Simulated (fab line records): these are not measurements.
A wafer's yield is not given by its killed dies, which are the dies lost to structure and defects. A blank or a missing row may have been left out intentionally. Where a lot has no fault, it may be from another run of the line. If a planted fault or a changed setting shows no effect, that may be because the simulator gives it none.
fab line records	flow n5-finfet	part 1 of 2: steps 1 to 4 of 6
[record] lots = 21	wafers = 63	last-day = 17
route steps=1938 shown BEOL_M8@1370 BEOL_M9@1421
lots that met no fault: from a run of the same line without faults
start-h: the number of hours between the record's first day and the start of the first shown wafer of the lot	wait-h: hours elapsed since this lot's preceding step	" same as the row above	L1.1+2: several wafers, shown together as one row	- no value present, or no start provided	* or withheld: withheld	< > ~ a bound
route shown NAME@n: NAME is a module with steps in the file, n the number in the route of the first one	usual: average and standard deviation across the fault-free wafers	same: alike in all rows	chamber/n: place in a boat	sites: the reading at each site	_std_site: how widely they spread, as a standard deviation	_edge_site: the outer-site mean with the inner-site mean subtracted	radius-mm: for every site, how far away it sits from the centre of the wafer	mask NAME#n: copy n	behind: the most recent tool/chamber to have shaped the wafer	hold: cause of the lot's hold/its duration in hours/its outcome	device: the n, p or np transistor that did not switch	end of line: at the end of the route, the tests of the same wafers	a step given without rows: its recipe and nothing more	killed: not the wafer's yield, but the dies lost to structure and defects at the first sort	map: shows each die of a wafer: x if killed, . if not, _ if none is there
set.NAME: the setting as run; set.NAME@STEP: as run at that earlier step	model.NAME: the simulator's own value behind a step, which no gauge read
a sample of lots followed through the steps of the route, with each step as a table and each wafer as a row
services: from which hour (start-h, from the record's first day; less than 0 if before it) a tool's chamber was out of use, for how many hours, and why
[[steps]]
[step N5_BEOL_M8_ETCH_65]
[recipe] chemistry = CF4	target = SiARC	target-depth-a = 156	mask-material = CAR-EUV	time-s = 26	ion-energy-ev = 80	pressure-mtorr = 40	source-w = 545	bias-w = 36	Ar_flow_sccm = 100	cf4-flow-sccm = 100	ends = cleared
[usual] chamber-pressure-mTorr = 40.00/0.034	drypump-motor-current-A = 5.5/0.41	etch-rf-on-time-s = 25.8/0.54	oes-product-au = 0.69/0.07	rf-vpp-V = 184.2/1.1	showerhead-plenum-p-Torr = 2.15/0.064	throttle-valve-pct = 15.62/0.22
lot.wafer	tool	chamber	start-h	wait-h	chamber-pressure-mTorr	drypump-motor-current-A	etch-rf-on-time-s	oes-product-au	rf-hours-counter-h	rf-vpp-V	showerhead-plenum-p-Torr	throttle-valve-pct
L074.2	rie-diel-06	0	200.26	0.0	39.97	5.8	26.2	0.59	221	183.6	2.11	15.59
L074.5	"	1	"	"	39.99	5.3	25.9	0.60	-	185.7	2.21	15.93
L074.6	"	0	"	"	40.03	5.8	26.2	0.60	-	182.9	2.11	15.57
L077.1	rie-diel-02	1	217.25	0.0	40.11	6.2	25.4	0.65	138	184.0	2.14	15.74
L077.4	"	3	"	"	39.97	5.1	25.8	0.69	72	183.2	2.17	15.57
L077.6	"	2	"	"	40.03	5.7	25.7	0.72	-	184.1	2.08	15.57
L078.1	rie-diel-03	2	224.80	0.0	40.00	5.5	26.2	0.64	149	184.8	2.23	15.70
L078.3	"	1	"	"	40.07	6.2	24.6	0.60	247	182.6	2.12	16.18
L078.5	"	3	"	"	40.03	6.2	25.6	0.69	-	184.5	2.17	15.48
L079.3	rie-diel-06	3	237.30	0.0	40.08	4.9	26.6	0.74	36	182.6	2.09	15.71
L079.4	"	2	"	"	39.95	5.4	25.8	0.76	41	186.4	2.27	15.20
L079.6	"	3	"	"	39.99	4.9	26.7	0.75	-	183.2	2.09	15.71
L080.1	rie-diel-02	0	239.81	0.0	40.03	5.2	25.2	0.76	45	181.9	2.09	15.47
L080.2	"	1	"	"	40.00	6.1	25.3	0.64	146	184.3	2.14	15.75
L080.6	"	2	"	"	40.08	5.7	25.8	0.71	-	183.9	2.08	15.59
L081.3	rie-diel-02	0	242.96	0.0	40.02	5.2	25.3	0.78	46	183.9	2.09	15.47
L081.5	"	1	"	"	40.03	6.2	25.1	0.64	-	184.8	2.14	15.74
L081.6	"	2	"	"	40.03	5.8	25.9	0.71	-	183.3	2.08	15.61
L082.1	rie-diel-02	2	248.97	0.0	40.03	5.7	25.7	0.71	72	183.2	2.08	15.61
L082.3	"	0	"	"	39.95	5.2	25.1	0.76	48	183.2	2.09	15.47
L082.6	"	3	"	"	39.92	5.0	25.7	0.68	-	184.0	2.17	15.59
L083.2	rie-diel-03	0	249.29	0.0	39.98	5.4	24.8	0.85	5	185.4	2.28	15.27
L083.5	"	0	"	"	40.02	5.4	24.9	0.86	-	185.3	2.28	15.28
L083.6	"	3	"	"	40.01	6.2	25.5	0.69	-	185.6	2.16	15.52
L084.1	rie-diel-03	2	271.43	0.0	40.01	5.5	26.4	0.62	172	184.9	2.22	15.77
L084.2	"	1	"	"	40.02	6.2	24.5	0.83	7	183.2	2.12	15.72
L084.5	"	1	"	"	39.97	6.2	24.8	0.82	-	183.6	2.12	15.74
L086.1	rie-diel-02	3	275.98	0.0	40.03	5.1	26.4	0.66	95	185.1	2.17	15.61
L086.2	"	2	"	"	40.00	5.7	26.3	0.69	84	183.0	2.08	15.63
L086.6	"	1	"	"	39.96	6.2	25.8	0.63	-	184.4	2.13	15.76
L087.1	rie-diel-06	3	294.92	0.0	39.96	5.0	26.5	0.73	51	184.5	2.08	15.76
L087.3	"	1	"	"	39.97	5.3	26.0	0.58	233	184.7	2.20	15.98
L087.4	"	0	"	"	40.03	5.8	26.6	0.58	248	184.4	2.10	15.62
L088.1	rie-diel-06	1	297.15	0.0	40.01	5.3	26.1	0.58	234	183.8	2.20	16.00
L088.4	"	3	"	"	39.97	4.9	26.7	0.72	52	182.9	2.08	15.74
L088.5	"	3	"	"	40.08	4.9	26.5	0.72	-	185.1	2.08	15.75
L089.1	rie-diel-02	0	297.44	0.0	40.03	5.2	25.3	0.75	67	184.4	2.09	15.50
L089.2	"	1	"	"	39.97	6.1	25.4	0.63	170	182.8	2.13	15.80
L089.6	"	0	"	"	39.97	5.2	25.4	0.74	-	183.1	2.08	15.50
L090.1	rie-diel-02	1	305.31	0.0	40.02	6.2	25.1	0.63	172	185.4	2.13	15.80
L090.3	"	0	"	"	39.99	5.2	25.4	0.74	69	183.1	2.08	15.52
L090.6	"	2	"	"	40.02	5.7	25.4	0.70	-	183.3	2.07	15.65
L091.2	rie-diel-06	1	305.47	0.0	40.05	5.3	26.3	0.57	237	184.1	2.20	15.98
L091.4	"	2	"	"	40.00	5.4	25.8	0.75	-	186.9	2.26	15.25
L091.5	"	3	"	"	40.02	4.9	26.7	0.71	-	183.1	2.08	15.74
L092.2	rie-diel-06	1	310.63	0.0	40.03	5.3	26.3	0.57	239	185.2	2.20	16.00
L092.4	"	2	"	"	39.96	5.4	25.7	0.74	-	186.1	2.26	15.25
L092.5	"	3	"	"	40.03	4.9	26.7	0.71	-	184.7	2.08	15.75
L093.1	rie-diel-02	0	322.11	0.0	39.94	5.2	25.6	0.73	76	181.9	2.08	15.52
L093.4	"	3	"	"	40.02	5.1	25.7	0.66	110	183.7	2.16	15.64
L093.6	"	2	"	"	39.97	5.7	26.1	0.68	-	182.7	2.07	15.66
L094.3	rie-diel-06	0	324.34	0.0	39.95	5.8	26.4	0.82	0	182.4	2.10	15.13
L094.5	"	2	"	"	40.03	5.4	25.9	0.73	-	185.0	2.26	15.26
L094.6	"	1	"	"	39.96	5.3	26.2	0.57	-	185.6	2.20	16.02
L096.1	rie-diel-06	3	330.23	0.0	39.99	4.9	26.6	0.71	65	182.6	2.08	15.77
L096.4	"	1	"	"	40.04	5.4	26.4	0.57	246	185.9	2.19	16.01
L096.5	"	2	"	"	40.05	5.4	26.1	0.73	-	185.3	2.26	15.27
L095.3	rie-diel-02	3	336.28	0.0	40.00	5.1	25.7	0.66	115	183.7	2.16	15.66
L095.5	"	3	"	"	40.00	5.1	26.2	0.64	-	184.5	2.16	15.66
L095.6	"	2	"	"	40.00	5.8	26.1	0.68	-	184.4	2.07	15.66
L097.3	rie-diel-03	1	343.86	0.0	40.04	6.2	24.8	0.78	30	183.5	2.11	15.79
L097.4	"	3	"	"	39.95	6.2	25.5	0.67	144	185.1	2.15	15.57
L097.5	"	1	"	"	39.93	6.2	24.7	0.78	-	184.3	2.11	15.79
[step N5_BEOL_M8_CURE_75]
[recipe] temp-c = 370	time-s = 120	ambient = DMADMS/He	material = SiCOH_lowk
[usual] lamp-power-pct = 52.31/0.054	wafer_temp_C_max = 371.6/0.5
lot.wafer	tool	chamber	start-h	wait-h	lamp-power-pct	wafer_temp_C_max
L074.2	uv-cure-03	0	200.88	0.1	52.29	371.5
L074.5	"	0	"	"	52.31	371.3
L074.6	"	0	"	"	52.23	372.3
L077.1	uv-cure-01	0	217.83	0.0	52.35	371.4
L077.4	"	0	"	"	52.31	371.2
L077.6	"	0	"	"	52.37	371.7
L078.1	uv-cure-03	2	225.38	0.0	52.28	371.9
L078.3	"	2	"	"	52.25	372.5
L078.5	"	2	"	"	52.28	372.8
L079.3	uv-cure-03	0	238.08	0.2	52.40	372.0
L079.4	"	0	"	"	52.28	371.2
L079.6	"	0	"	"	52.34	372.0
L080.1	uv-cure-02	1	240.38	0.0	52.33	371.6
L080.2	"	1	"	"	52.30	371.9
L080.6	"	1	"	"	52.22	371.6
L081.3	uv-cure-02	2	243.63	0.1	52.22	371.1
L081.5	"	2	"	"	52.38	370.7
L081.6	"	2	"	"	52.29	370.9
L082.1	uv-cure-02	0	249.55	0.0	52.38	372.0
L082.3	"	0	"	"	52.33	371.8
L082.6	"	0	"	"	52.28	371.5
L083.2	uv-cure-01	1	250.03	0.2	52.28	371.6
L083.5	"	1	"	"	52.31	371.5
L083.6	"	1	"	"	52.35	371.6
L084.1	uv-cure-03	0	272.00	0.0	52.31	371.9
L084.2	"	0	"	"	52.31	371.6
L084.5	"	0	"	"	52.25	372.2
L086.1	uv-cure-01	0	276.72	0.2	52.26	372.2
L086.2	"	0	"	"	52.23	371.5
L086.6	"	0	"	"	52.27	371.7
L087.1	uv-cure-02	2	295.51	0.0	52.38	371.1
L087.3	"	2	"	"	52.28	370.6
L087.4	"	2	"	"	52.44	371.0
L088.1	uv-cure-02	0	297.72	0.0	52.27	371.4
L088.4	"	0	"	"	52.25	370.8
L088.5	"	0	"	"	52.29	371.0
L089.1	uv-cure-03	0	298.01	0.0	52.28	371.6
L089.2	"	0	"	"	52.30	372.3
L089.6	"	0	"	"	52.28	371.5
L090.1	uv-cure-03	0	305.89	0.0	52.28	372.2
L090.3	"	0	"	"	52.30	371.7
L090.6	"	0	"	"	52.24	372.4
L091.2	uv-cure-02	2	306.09	0.1	52.28	371.3
L091.4	"	2	"	"	52.41	371.2
L091.5	"	2	"	"	52.31	370.7
L092.2	uv-cure-01	2	311.43	0.3	52.37	371.1
L092.4	"	2	"	"	52.30	370.9
L092.5	"	2	"	"	52.24	371.1
L093.1	uv-cure-03	0	322.68	0.0	52.37	372.3
L093.4	"	0	"	"	52.36	371.8
L093.6	"	0	"	"	52.27	372.1
L094.3	uv-cure-01	1	325.02	0.1	52.27	371.6
L094.5	"	1	"	"	52.34	371.6
L094.6	"	1	"	"	52.28	371.5
L096.1	uv-cure-02	2	330.81	0.0	52.38	370.9
L096.4	"	2	"	"	52.36	371.8
L096.5	"	2	"	"	52.33	371.0
L095.3	uv-cure-03	0	336.96	0.1	52.38	371.7
L095.5	"	0	"	"	52.21	371.5
L095.6	"	0	"	"	52.39	372.3
L097.3	uv-cure-02	0	344.55	0.1	52.34	371.2
L097.4	"	0	"	"	52.26	371.8
L097.5	"	0	"	"	52.32	371.3
[step N5_BEOL_M8_SPUTTER_48]
[recipe] material = Cu	target-thk-a = 100	temp-c = -20	bias-v = 60	power-w = 26000	chamber-pressure-pa = 0.13	time-s = 1.667
[usual] cathode-dc-power-W = 26000/4.3	chuck-sensor-temp-C = -15.7/0.51	throttle-valve-pct = 30.2/1
lot.wafer	tool	chamber	start-h	wait-h	cathode-dc-power-W	chuck-sensor-temp-C	throttle-valve-pct
L074.2	pvd-sputter-03	-	202.27	0.3	26001	-15.7	29.9
L074.5	"	-	"	"	26003	-16.2	30.3
L074.6	"	-	"	"	25994	-16.0	29.7
L077.1	pvd-sputter-02	-	220.65	0.1	26006	-16.5	28.8
L077.4	"	-	"	"	26009	-15.6	29.1
L077.6	"	-	"	"	25995	-15.9	29.4
L078.1	pvd-sputter-01	-	226.76	0.1	26005	-15.8	32.9
L078.3	"	-	"	"	25997	-15.0	30.7
L078.5	"	-	"	"	26004	-15.0	30.6
L079.3	pvd-sputter-02	-	240.43	0.1	26003	-15.3	30.7
L079.4	"	-	"	"	26003	-15.7	29.4
L079.6	"	-	"	"	26000	-16.5	29.0
L080.1	pvd-sputter-01	-	242.03	0.1	26006	-15.2	30.7
L080.2	"	-	"	"	26003	-15.8	30.2
L080.6	"	-	"	"	25994	-15.2	30.7
L081.3	pvd-sputter-02	-	245.80	0.1	26007	-15.9	30.1
L081.5	"	-	"	"	25994	-15.8	29.3
L081.6	"	-	"	"	25999	-16.6	28.6
L082.1	pvd-sputter-01	-	251.73	0.4	25988	-15.1	30.7
L082.3	"	-	"	"	26008	-16.1	33.3
L082.6	"	-	"	"	26004	-16.1	33.0
L083.2	pvd-sputter-01	-	251.81	0.3	25994	-15.1	30.7
L083.5	"	-	"	"	26004	-15.2	31.2
L083.6	"	-	"	"	25997	-15.7	30.0
L084.1	pvd-sputter-03	-	276.25	0.1	26003	-16.5	30.1
L084.2	"	-	"	"	25997	-14.7	30.1
L084.5	"	-	"	"	26003	-14.7	29.9
L086.1	pvd-sputter-02	-	278.01	0.2	25999	-15.1	30.4
L086.2	"	-	"	"	25998	-16.1	30.1
L086.6	"	-	"	"	25999	-16.0	30.1
L087.1	pvd-sputter-01	-	296.88	0.1	25997	-15.0	30.8
L087.3	"	-	"	"	26001	-15.8	30.3
L087.4	"	-	"	"	26000	-15.4	30.8
L088.1	pvd-sputter-02	-	299.20	0.1	26001	-15.2	30.1
L088.4	"	-	"	"	26001	-15.9	29.9
L088.5	"	-	"	"	26004	-15.7	29.3
L089.1	pvd-sputter-01	-	299.21	0.1	26002	-15.4	30.5
L089.2	"	-	"	"	26006	-16.3	33.1
L089.6	"	-	"	"	26010	-15.2	30.6
L091.2	pvd-sputter-03	-	307.38	0.2	25999	-14.6	30.3
L091.4	"	-	"	"	25994	-15.8	29.9
L091.5	"	-	"	"	26000	-16.4	30.1
L090.1	pvd-sputter-03	-	307.54	0.2	26001	-16.3	30.3
L090.3	"	-	"	"	25997	-14.7	30.3
L090.6	"	-	"	"	26000	-15.8	29.1
L092.2	pvd-sputter-03	-	312.84	0.3	25994	-16.4	30.3
L092.4	"	-	"	"	26004	-15.6	29.0
L092.5	"	-	"	"	26006	-15.7	28.9
L093.1	pvd-sputter-01	-	324.09	0.2	25992	-16.1	33.2
L093.4	"	-	"	"	26000	-15.1	30.8
L093.6	"	-	"	"	25995	-16.1	32.9
L094.3	pvd-sputter-01	-	327.15	1.3	25996	-16.0	32.9
L094.5	"	-	"	"	25997	-15.7	30.5
L094.6	"	-	"	"	25996	-15.1	30.8
L096.1	pvd-sputter-03	-	332.21	0.4	25994	-15.6	29.0
L096.4	"	-	"	"	26004	-15.8	30.0
L096.5	"	-	"	"	26005	-15.7	29.1
L095.3	pvd-sputter-03	-	338.24	0.1	26001	-16.5	30.5
L095.5	"	-	"	"	25997	-14.7	30.3
L095.6	"	-	"	"	25997	-15.6	29.1
L097.3	pvd-sputter-03	-	346.28	0.3	26001	-16.4	30.3
L097.4	"	-	"	"	25995	-16.0	29.9
L097.5	"	-	"	"	26004	-14.9	30.2
[step N5_BEOL_M9_STRIP_67]
[recipe] chemistry = CF4	resist = SiARC	power-w = 300	bias-power-w = 75	pressure-mtorr = 50	cf4-flow-sccm = 150	rf-frequency-hz = 6e+07
[usual] bias-power-w = 75.02/0.19	chamber-pressure-mTorr = 50.00/0.044	drypump-motor-current-A = 5.7/0.38	oes-product-au = 0.77/0.086	rf-vpp-V = 271.0/1.7	showerhead-plenum-p-Torr = 1.79/0.065	throttle-valve-pct = 13.59/0.24
lot.wafer	tool	chamber	start-h	wait-h	bias-power-w	chamber-pressure-mTorr	drypump-motor-current-A	oes-product-au	rf-hours-counter-h	rf-vpp-V	showerhead-plenum-p-Torr	throttle-valve-pct
L074.2	rie-diel-04	2	205.46	0.0	74.85	49.91	5.6	0.75	146	271.1	1.81	13.35
L074.5	"	2	"	"	74.48	50.04	5.6	0.75	-	271.4	1.80	13.33
L074.6	"	1	"	"	75.15	50.02	6.5	0.72	-	271.6	1.78	13.52
L077.1	rie-diel-01	1	224.78	0.0	74.91	49.92	5.6	0.71	198	271.5	1.78	13.80
L077.4	"	3	"	"	74.86	49.99	5.5	0.70	220	271.0	1.85	13.73
L077.6	"	3	"	"	74.68	50.02	5.5	0.70	-	272.1	1.85	13.73
L078.1	rie-diel-01	2	230.34	0.0	74.70	50.06	5.5	0.69	236	273.4	1.85	13.83
L078.3	"	3	"	"	74.86	49.98	5.5	0.70	223	272.2	1.85	13.74
L078.5	"	2	"	"	74.89	50.01	5.5	0.69	-	271.9	1.85	13.82
L079.3	rie-diel-04	3	243.14	0.0	75.05	50.06	5.4	0.84	78	271.8	1.74	13.35
L079.4	"	0	"	"	74.96	49.92	6.5	0.79	122	273.0	1.89	13.82
L079.6	"	0	"	"	74.98	49.99	6.5	0.79	-	272.7	1.89	13.82
L080.1	rie-diel-05	2	246.00	0.0	75.02	50.04	5.5	0.86	55	271.9	1.83	13.22
L080.2	"	1	"	"	75.12	50.06	5.7	0.77	122	268.5	1.66	13.73
L080.6	"	1	"	"	75.11	50.09	5.7	0.78	-	268.1	1.67	13.73
L081.3	rie-diel-01	0	250.27	0.0	75.00	49.97	5.3	0.93	21	272.1	1.84	13.25
L081.5	"	0	"	"	75.24	49.99	5.3	0.93	-	272.2	1.84	13.26
L081.6	"	1	"	"	74.99	50.05	5.6	0.71	-	273.0	1.78	13.84
L082.1	rie-diel-01	1	254.78	0.0	75.20	50.05	5.6	0.70	207	270.6	1.78	13.84
L082.3	"	3	"	"	75.14	49.96	5.5	0.69	231	272.5	1.85	13.77
L082.6	"	0	"	"	75.39	50.05	5.3	0.93	-	272.2	1.84	13.23
L083.2	rie-diel-05	2	255.75	0.0	74.71	49.92	5.5	0.84	58	272.2	1.83	13.25
L083.5	"	1	"	"	74.63	49.96	5.7	0.76	-	269.2	1.66	13.75
L083.6	"	0	"	"	74.90	50.00	6.0	0.68	-	269.4	1.71	13.89
L084.1	rie-diel-01	1	279.11	0.0	74.92	49.93	5.6	0.69	214	269.5	1.78	13.84
L084.2	"	0	"	"	74.75	49.96	5.3	0.92	29	271.9	1.84	13.24
L084.5	"	3	"	"	75.03	50.03	5.5	0.69	-	271.7	1.85	13.77
L086.1	rie-diel-01	1	281.88	0.0	75.32	50.00	5.6	0.69	215	268.6	1.78	13.86
L086.2	"	3	"	"	75.33	49.97	5.5	0.69	239	273.0	1.84	13.78
L086.6	"	3	"	"	75.31	50.06	5.5	0.69	-	271.7	1.85	13.78
L087.1	rie-diel-04	1	302.25	0.0	75.04	49.95	6.6	0.70	212	272.0	1.77	13.57
L087.3	"	2	"	"	74.85	50.00	5.6	0.73	175	271.8	1.80	13.41
L087.4	"	3	"	"	75.10	50.04	5.4	0.83	95	269.8	1.74	13.40
L088.1	rie-diel-04	2	303.05	0.0	74.60	50.01	5.6	0.72	175	270.1	1.80	13.40
L088.4	"	3	"	"	74.82	50.01	5.4	0.83	95	269.9	1.74	13.40
L088.5	"	3	"	"	75.08	50.04	5.4	0.82	-	267.6	1.74	13.39
L089.1	rie-diel-05	1	303.22	0.0	75.10	49.96	5.8	0.75	141	269.2	1.66	13.80
L089.2	"	2	"	"	75.16	50.00	5.5	0.83	68	272.2	1.83	13.27
L089.6	"	1	"	"	75.01	50.01	5.7	0.76	-	268.6	1.66	13.79
L091.2	rie-diel-01	2	312.32	0.0	75.29	50.03	5.5	0.96	2	272.5	1.84	13.31
L091.4	"	0	"	"	75.06	50.00	5.3	0.90	42	272.1	1.84	13.28
L091.5	"	1	"	"	75.16	50.05	5.6	0.69	-	270.6	1.78	13.89
L090.1	rie-diel-05	2	312.36	0.0	75.41	50.02	5.5	0.83	71	271.7	1.83	13.27
L090.3	"	1	"	"	75.22	49.93	5.6	0.75	144	267.6	1.66	13.81
L090.6	"	0	"	"	75.25	49.98	6.0	0.68	-	269.2	1.71	13.94
L092.2	rie-diel-01	3	316.33	0.0	74.83	49.94	5.5	0.68	251	271.2	1.84	13.80
L092.4	"	0	"	"	74.92	50.11	5.3	0.89	43	270.9	1.83	13.31
L092.5	"	3	"	"	74.80	49.99	5.4	0.68	-	271.3	1.84	13.81
L093.1	rie-diel-05	2	328.38	0.0	75.27	49.96	5.5	0.82	76	272.0	1.82	13.28
L093.4	"	1	"	"	75.08	49.99	5.7	0.74	149	268.6	1.66	13.82
L093.6	"	2	"	"	75.07	49.98	5.6	0.82	-	272.3	1.82	13.27
L094.3	rie-diel-04	1	332.27	0.0	74.85	49.97	6.5	0.69	221	270.7	1.77	13.62
L094.5	"	0	"	"	74.93	50.01	6.6	0.76	-	272.5	1.88	13.88
L094.6	"	3	"	"	74.97	50.02	5.4	0.82	-	269.9	1.73	13.42
L096.1	rie-diel-05	2	335.48	0.0	75.28	50.02	5.6	0.81	80	271.5	1.82	13.30
L096.4	"	3	"	"	75.02	50.05	5.5	0.71	-	269.1	1.72	13.73
L096.5	"	2	"	"	75.00	49.98	5.6	0.81	-	271.1	1.82	13.29
L095.3	rie-diel-05	0	341.73	0.0	75.07	49.97	6.1	0.93	6	273.4	1.91	13.35
L095.5	"	0	"	"	75.42	50.04	6.0	0.93	-	274.4	1.91	13.37
L095.6	"	3	"	"	74.63	49.96	5.5	0.71	-	269.8	1.72	13.73
L097.3	rie-diel-04	2	352.15	0.0	74.76	49.97	5.6	0.72	190	269.4	1.79	13.43
L097.4	"	0	"	"	75.29	50.04	6.6	0.76	154	271.8	1.88	13.90
L097.5	"	2	"	"	75.11	50.10	5.6	0.71	-	271.0	1.79	13.45
